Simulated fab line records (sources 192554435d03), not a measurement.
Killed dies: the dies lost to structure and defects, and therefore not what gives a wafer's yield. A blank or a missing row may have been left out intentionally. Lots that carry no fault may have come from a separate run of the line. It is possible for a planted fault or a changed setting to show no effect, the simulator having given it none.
fab line records	flow n5-finfet
record lots=9	wafers=27	last-day=17
route steps=1938 shown HKMG_FIN@398 BEOL_M4@1111 PASSIVATION@1936
lots with no fault: from the same line, run without faults
start-h: hours from the record's opening day to when the first of the lot's shown wafers began	wait-h: how many hours have passed since the lot's step before this one	" same as the row above	L1.1+2: several wafers, shown together as one row	- no value present, or no start provided	* or withheld: withheld	< > ~ a bound
route shown NAME@n: NAME is a module with steps in the file, n the number in the route of the first one	usual: the fault-free wafers' mean and standard deviation	same: alike in all rows	chamber/n: place in a boat	sites: the reading at each site	_std_site: how widely they spread, as a standard deviation	_edge_site: the outer-site mean with the inner-site mean subtracted	radius-mm: how far each site lies from the wafer's centre	mask NAME#n: copy n	behind: the most recent tool/chamber to have shaped the wafer	hold: why the lot went on hold/how many hours it stayed there/how the hold came to an end	device: whichever transistor did not switch (one of n, p or np)	end of line: the same wafers' tests at the end of the route	a step without rows: its recipe alone	killed: count of dies lost to structure and defects at first sort (not the wafer's yield)	map: shows each die of a wafer: x if killed, . if not, _ if none is there
set.NAME: the run value of the setting; set.NAME@STEP: its run value at that earlier step	model.NAME: the simulator's own value behind a step, which no gauge read
steps of the route over a sample of lots; a table a step, a row a wafer
services: a tool's chamber out of use, with start hour (start-h, from the record's first day; less than 0 if before it), hours out, and reason
## steps
# step N5_HKMG_FIN_CD_MEAS_49
# recipe target-cd-nm=202	landing-energy-ev=500	detector=se-inlens	polarity=opening
# usual cd-nm=201.7/0.59
lot.wafer	tool	chamber	start-h	wait-h	cd-nm
L757.3	cd-sem-01	0	72.53	-	202.0
L757.4	"	0	"	"	201.4
L757.5	"	0	"	"	202.0
L763.1	cd-sem-01	0	110.90	-	201.8
L763.2	"	0	"	"	201.8
L763.4	"	0	"	"	201.3
L764.1	cd-sem-02	0	116.91	-	202.2
L764.3	"	0	"	"	201.0
L764.6	"	0	"	"	201.4
L771.2	cd-sem-03	0	159.03	-	201.9
L771.4	"	0	"	"	202.1
L771.5	"	0	"	"	202.1
L772.1	cd-sem-01	0	163.75	-	201.7
L772.5	"	0	"	"	201.5
L772.6	"	0	"	"	201.4
L774.2	cd-sem-03	0	176.43	-	200.9
L774.3	"	0	"	"	201.1
L774.6	"	0	"	"	201.1
L775.1	cd-sem-01	0	181.18	-	201.5
L775.3	"	0	"	"	201.7
L775.4	"	0	"	"	201.2
L776.3	cd-sem-02	0	191.08	-	202.0
L776.5	"	0	"	"	201.5
L776.6	"	0	"	"	201.4
L777.1	cd-sem-02	0	192.88	-	202.2
L777.2	"	0	"	"	202.6
L777.6	"	0	"	"	201.8
# step N5_HKMG_FIN_ETCH_54
# recipe chemistry=CF4	target=SiARC	target-depth-a=455	mask-material=CAR-ArF	time-s=75.8	ion-energy-ev=80	pressure-mtorr=40	source-w=545	bias-w=36	Ar_flow_sccm=100	cf4-flow-sccm=100	ends=cleared
# usual drypump-motor-current-A=5.8/0.35	etch-rf-on-time-s=75.5/1.1	oes-product-au=0.68/0.086	rf-vpp-V=183.7/1.4	showerhead-plenum-p-Torr=2.12/0.091	throttle-valve-pct=15.64/0.24
lot.wafer	tool	chamber	start-h	wait-h	drypump-motor-current-A	etch-rf-on-time-s	oes-product-au	rf-hours-counter-h	rf-vpp-V	showerhead-plenum-p-Torr	throttle-valve-pct
L757.3	rie-diel-06	2	72.65	0.0	6.3	74.8	0.61	210	184.3	2.12	15.73
L757.4	"	0	"	"	5.8	75.4	0.74	56	182.5	2.09	15.37
L757.5	"	0	"	"	5.8	75.4	0.75	-	182.0	2.09	15.39
L763.1	rie-diel-05	2	111.02	0.0	5.4	76.2	0.58	250	182.1	2.03	15.79
L763.2	"	3	"	"	5.8	77.0	0.59	245	182.9	2.03	15.68
L763.4	"	1	"	"	5.9	76.8	0.60	190	181.4	2.05	15.37
L764.1	rie-diel-06	1	117.04	0.0	5.4	73.1	0.86	1	186.0	2.28	15.32
L764.3	"	0	"	"	5.8	75.8	0.72	72	183.5	2.08	15.42
L764.6	"	0	"	"	5.8	75.5	0.73	-	182.4	2.08	15.43
L771.2	rie-diel-06	1	160.44	0.0	5.4	87.7	0.70	27	185.3	2.27	15.37
L771.4	"	3	"	"	6.4	89.8	0.75	-	182.8	2.11	15.32
L771.5	"	1	"	"	5.4	87.1	0.71	-	185.2	2.27	15.36
L772.1	rie-diel-06	1	165.05	0.0	5.3	87.2	0.71	31	184.9	2.26	15.39
L772.5	"	3	"	"	6.5	90.9	0.73	-	183.5	2.11	15.32
L772.6	"	0	"	"	5.8	90.7	0.64	-	183.3	2.07	15.49
L774.2	rie-diel-03	3	176.55	0.0	6.2	75.4	0.66	117	186.5	2.24	15.87
L774.3	"	2	"	"	6.1	76.9	0.63	171	181.7	1.98	15.87
L774.6	"	0	"	"	5.5	76.0	0.60	-	184.7	2.12	15.61
L775.1	rie-diel-05	0	181.31	0.0	5.3	75.1	0.62	217	184.4	2.04	16.11
L775.3	"	3	"	"	5.8	75.7	0.59	251	181.6	2.03	15.67
L775.4	"	1	"	"	5.9	75.8	0.60	-	182.3	2.04	15.38
L776.3	rie-diel-03	1	191.20	0.0	5.9	74.0	0.80	15	185.1	2.19	15.71
L776.5	"	1	"	"	5.9	74.6	0.80	-	185.0	2.19	15.72
L776.6	"	2	"	"	6.2	76.0	0.62	-	182.0	1.97	15.89
L777.1	rie-diel-03	2	193.01	0.0	6.1	75.6	0.63	176	181.5	1.97	15.89
L777.2	"	0	"	"	5.6	74.7	0.60	232	185.0	2.11	15.62
L777.6	"	0	"	"	5.6	75.9	0.59	-	183.0	2.11	15.61
# step N5_HKMG_FIN_ETCH_55
# recipe chemistry=N2/H2	target=SOC	target-depth-a=2400	temp-c=40	time-s=300	ion-energy-ev=200	mask-material=SiARC	pressure-mtorr=30	source-w=840	bias-w=150	n2-flow-sccm=200	h2-flow-sccm=200
# usual drypump-motor-current-A=5.8/0.35	oes-product-au=0.79/0.1	rf-vpp-V=523/3.3	showerhead-plenum-p-Torr=2.52/0.11	throttle-valve-pct=17.89/0.24
lot.wafer	tool	chamber	start-h	wait-h	drypump-motor-current-A	oes-product-au	rf-hours-counter-h	rf-vpp-V	showerhead-plenum-p-Torr	throttle-valve-pct
L757.3	rie-diel-06	2	72.71	0.0	6.3	0.71	210	523	2.52	17.98
L757.4	"	0	"	"	5.8	0.87	56	523	2.47	17.61
L757.5	"	0	"	"	5.8	0.87	-	523	2.47	17.62
L763.1	rie-diel-05	2	111.08	0.0	5.4	0.69	250	521	2.39	17.95
L763.2	"	3	"	"	5.8	0.69	245	520	2.40	17.82
L763.4	"	1	"	"	5.9	0.70	190	520	2.42	17.53
L764.1	rie-diel-06	1	117.09	0.0	5.4	1.00	1	529	2.72	17.73
L764.3	"	0	"	"	5.8	0.85	72	523	2.47	17.63
L764.6	"	0	"	"	5.8	0.84	-	521	2.47	17.64
L771.2	rie-diel-06	1	160.50	0.0	5.4	0.91	28	528	2.70	17.78
L771.4	"	3	"	"	6.5	0.95	-	523	2.51	17.67
L771.5	"	1	"	"	5.4	0.91	-	528	2.70	17.77
L772.1	rie-diel-06	1	165.10	0.0	5.4	0.90	31	529	2.70	17.79
L772.5	"	3	"	"	6.4	0.94	-	523	2.51	17.65
L772.6	"	0	"	"	5.8	0.81	-	521	2.46	17.68
L774.2	rie-diel-03	3	176.61	0.0	6.2	0.77	117	528	2.67	18.03
L774.3	"	2	"	"	6.2	0.75	171	519	2.34	18.10
L774.6	"	0	"	"	5.6	0.70	-	523	2.51	17.78
L775.1	rie-diel-05	0	181.36	0.0	5.3	0.72	217	521	2.41	18.35
L775.3	"	3	"	"	5.9	0.69	251	519	2.40	17.82
L775.4	"	1	"	"	5.9	0.69	-	521	2.42	17.53
L776.3	rie-diel-03	1	191.25	0.0	5.9	0.94	15	526	2.61	18.07
L776.5	"	1	"	"	5.9	0.94	-	524	2.61	18.07
L776.6	"	2	"	"	6.2	0.74	-	518	2.34	18.09
L777.1	rie-diel-03	2	193.06	0.0	6.1	0.74	176	518	2.34	18.10
L777.2	"	0	"	"	5.5	0.70	232	523	2.51	17.80
L777.6	"	0	"	"	5.6	0.70	-	522	2.51	17.80
# step N5_HKMG_FIN_CVD_62
# recipe material=a-Si	target-thk-a=30	temp-c=500	precursor=Si2H6	pressure-torr=1	time-s=20.8
# usual heater-power-w=1453/150
lot.wafer	tool	chamber	start-h	wait-h	heater-power-w
L757.3	thermal-cvd-si-01	2	74.34	0.2	1303
L757.4	"	1	"	"	1636
L757.5	"	0	"	"	1710
L763.1	thermal-cvd-si-01	1	112.71	0.2	1611
L763.2	"	2	"	"	1293
L763.4	"	2	"	"	1301
L764.1	thermal-cvd-si-02	0	118.73	0.2	1402
L764.3	"	1	"	"	1298
L764.6	"	2	"	"	1428
L771.2	thermal-cvd-si-01	0	162.14	0.2	1696
L771.4	"	0	"	"	1739
L771.5	"	1	"	"	1594
L772.1	thermal-cvd-si-02	0	166.75	0.2	1409
L772.5	"	1	"	"	1293
L772.6	"	2	"	"	1416
L774.2	thermal-cvd-si-02	2	178.26	0.2	1449
L774.3	"	0	"	"	1373
L774.6	"	0	"	"	1455
L775.1	thermal-cvd-si-01	1	183.00	0.2	1611
L775.3	"	2	"	"	1312
L775.4	"	0	"	"	1710
L776.3	thermal-cvd-si-02	0	192.89	0.2	1423
L776.5	"	1	"	"	1294
L776.6	"	2	"	"	1438
L777.1	thermal-cvd-si-01	0	194.70	0.2	1700
L777.2	"	1	"	"	1585
L777.6	"	1	"	"	1594
# step N5_BEOL_M4_RC_MEAS_101
# usual DIBL_N=35.9/1.3	DIBL_P=36.3/1.5	IOFF_N=0.153/0.023	IOFF_P=0.208/0.028	ION_N=672/9.7	ION_P=462/6.6	SS_N=71.5/0.53	SS_P=73.3/0.59	VT_N=250.4/2.7	VT_P=-250.5/3
lot.wafer	tool	chamber	start-h	wait-h	DIBL_N[mV/V]	DIBL_P[mV/V]	IOFF_N[nA/um]	IOFF_P[nA/um]	ION_N[uA/um]	ION_P[uA/um]	SS_N[mV/dec]	SS_P[mV/dec]	VT_N[mV]	VT_P[mV]
L757.3	prober-02	0	168.84	0.3	35.3	35.2	0.137	0.175	660	453	71.3	73.1	250.9	-254.6
L757.4	"	0	"	"	36.9	37.2	0.162	0.197	679	461	71.8	73.7	249.6	-255.0
L757.5	"	0	"	"	34.4	33.8	0.120	0.152	660	450	70.7	72.3	254.1	-257.9
L763.1	prober-01	0	223.00	0.0	36.8	37.2	0.170	0.235	681	470	72.2	73.8	248.3	-249.1
L763.2	"	0	"	"	36.9	35.8	0.168	0.222	685	469	70.7	73.4	248.3	-250.4
L763.4	"	0	"	"	35.7	35.7	0.149	0.217	671	467	71.8	73.9	252.0	-249.9
L764.1	prober-01	0	225.15	0.0	37.4	38.0	0.171	0.221	674	466	72.1	74.5	248.5	-248.4
L764.3	"	0	"	"	37.9	38.7	0.185	0.240	677	466	70.7	74.4	249.1	-250.1
L764.6	"	0	"	"	38.0	39.7	0.196	0.259	682	477	72.0	74.4	246.2	-249.4
L771.2	prober-02	0	268.63	0.2	36.0	36.8	0.177	0.237	687	471	71.6	73.8	243.4	-248.4
L771.4	"	0	"	"	37.6	37.8	0.198	0.244	664	460	72.9	74.2	246.2	-247.6
L771.5	"	0	"	"	36.6	36.5	0.174	0.235	676	465	71.9	73.4	246.1	-246.4
L772.1	prober-02	0	276.12	0.0	35.8	36.8	0.158	0.238	678	472	72.3	73.4	247.3	-251.2
L772.5	"	0	"	"	36.5	36.9	0.169	0.254	690	474	71.4	73.7	245.1	-247.2
L772.6	"	0	"	"	36.9	37.4	0.172	0.271	675	474	71.3	73.6	250.5	-245.2
L774.2	prober-01	0	279.33	0.2	34.7	36.2	0.135	0.171	677	456	71.2	72.8	253.7	-255.0
L774.3	"	0	"	"	35.2	36.0	0.140	0.176	667	455	71.5	73.7	252.1	-255.3
L774.6	"	0	"	"	34.3	35.4	0.126	0.161	663	456	71.2	73.0	253.5	-255.1
L776.3	prober-01	0	303.42	0.8	33.7	34.3	0.136	0.213	665	462	70.9	73.3	251.6	-247.8
L776.5	"	0	"	"	33.9	34.7	0.137	0.212	670	466	70.4	72.4	250.3	-248.5
L776.6	"	0	"	"	34.0	35.1	0.144	0.223	686	476	71.5	73.6	251.4	-245.7
L775.1	prober-02	0	304.84	0.0	34.6	34.6	0.142	0.180	679	461	70.4	72.8	248.7	-251.5
L775.3	"	0	"	"	36.1	35.9	0.158	0.198	679	460	71.5	73.5	250.2	-250.3
L775.4	"	0	"	"	35.8	36.2	0.146	0.207	666	456	71.8	73.4	252.1	-248.1
L777.1	prober-01	0	309.20	0.0	35.8	38.0	0.168	0.216	673	462	71.5	73.4	249.3	-252.6
L777.2	"	0	"	"	32.8	34.6	0.121	0.176	669	460	71.3	72.8	251.3	-253.5
L777.6	"	0	"	"	34.9	37.1	0.152	0.203	685	474	71.5	73.5	252.4	-249.4
# step N5_PASSIVATION_PROBE_49
# usual defect-limited-yield=91.1/1.5	killed_at_M0_to_M3=35/9.5	killed_at_M4_up=13/5.2	killed-at-contacts=12/6.1	killed-at-front-end=41/14	killed-at-other=3.8/2.9	killed-dies=105/17	killed-open=70/13	killed-short=33/8.4	sort_bin_5_function=5.1/0.97	sort_bin_6_memory=3.4/0.69	sort-n-pass=1075/17	sort-yield-pct=91.1/1.5
# same gross-dies=1180	killed-at-back-side=0	sort_bin_4_leakage[%]=0	sort_bin_8_speed[%]=0
lot.wafer	tool	chamber	start-h	wait-h	defect-limited-yield[%]	killed_at_M0_to_M3	killed_at_M4_up	killed-at-contacts	killed-at-front-end	killed-at-other	killed-dies	killed-open	killed-short	sort_bin_5_function[%]	sort_bin_6_memory[%]	sort-n-pass	sort-yield-pct[%]
L764.1	prober-01	-	332.17	0.0	91.5	42	10	10	30	8	100	67	31	4.4	3.6	1080	91.5
L764.3	prober-01	-	332.27	0.1	93.6	29	15	9	19	3	75	58	17	3.3	3.1	1105	93.6
L764.6	prober-01	-	332.42	0.3	92.9	47	11	4	15	7	84	51	31	4.6	2.1	1096	92.9
# killed by level:class
L764.1 BEOL_M0_SAQP:geometric-particle:short=14 BEOL_M0_SAQP:geometric-particle:open=11 MOL_CONTACT_COAG:geometric-particle:open=10 BEOL_M1:geometric-particle:open=8 STI_FIN_REVEAL:geometric-particle:open=7 DUMMY_GATE:geometric-particle:open=6 GATE_CUT:geometric-particle:short=5 BEOL_M5:geometric-particle:open=5
L764.3 BEOL_M0_SAQP:geometric-particle:open=11 MOL_CONTACT_COAG:geometric-particle:open=9 BEOL_M0_SAQP:geometric-particle:short=7 BEOL_M2:geometric-particle:open=7 FIN_SAQP:geometric-particle:open=5 BEOL_M4:geometric-particle:open=5 BEOL_M3:geometric-particle:open=4 BEOL_M6:geometric-particle:open=4
L764.6 BEOL_M0_SAQP:geometric-particle:open=17 BEOL_M0_SAQP:geometric-particle:short=14 STI_FIN_REVEAL:geometric-particle:open=5 BEOL_M2:geometric-particle:open=5 BEOL_M5:geometric-particle:open=5 MOL_CONTACT_COAG:geometric-particle:open=3 BEOL_M3:geometric-particle:short=3 FIN_SAQP:geometric-particle:open=2
## services
tool	chamber	start-h	hours	kind
rie-diel-03	3	54.33	32.3	repair
rie-diel-06	1	87.45	-	clean
rie-diel-06	1	87.45	-	consumable-replace:focus-ring
rie-diel-06	1	87.45	-	consumable-replace:showerhead
rie-diel-06	1	87.45	24.6	scheduled-down
rie-diel-06	1	87.45	24.6	vent-cycle
rie-diel-05	-	117.79	14.6	pm
thermal-cvd-si-02	0	128.86	6.9	repair
rie-diel-06	0	131.83	6.3	repair
rie-diel-03	1	141.03	-	clean
rie-diel-03	1	141.03	-	consumable-replace:focus-ring
rie-diel-03	1	141.03	15.4	scheduled-down
rie-diel-03	1	141.03	15.4	vent-cycle
rie-diel-06	3	142.93	-	clean
rie-diel-06	3	142.93	-	consumable-replace:focus-ring
rie-diel-06	3	142.93	10.0	scheduled-down
rie-diel-06	3	142.93	10.0	vent-cycle
rie-diel-05	-	143.02	12.1	repair
rie-diel-06	2	158.69	-	clean
rie-diel-06	2	158.69	-	consumable-replace:focus-ring
rie-diel-06	2	158.69	12.5	scheduled-down
rie-diel-06	2	158.69	12.5	vent-cycle
rie-diel-03	0	160.20	1.9	repair
rie-diel-05	2	178.77	4.2	repair
## key
first-sign step=N5_HKMG_FIN_ETCH_54	reading=etch-rf-on-time-s	direction=up	sigmas=12	usual=*	struck=*
effect none on later readings
met-at N5_HKMG_FIN_ETCH_54
struck-lots L771,L772
not-acting-at N5_HKMG_FIN_CD_MEAS_49,N5_HKMG_FIN_ETCH_55,N5_HKMG_FIN_CVD_62
onset-between 117.04 160.44
fault kind=process-parameter-drift	tool=rie-diel-06	chamber=-	onset-h=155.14	steps=N5_HKMG_FIN_ETCH_54	channel=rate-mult	offset=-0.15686	shape=step	end-h=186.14
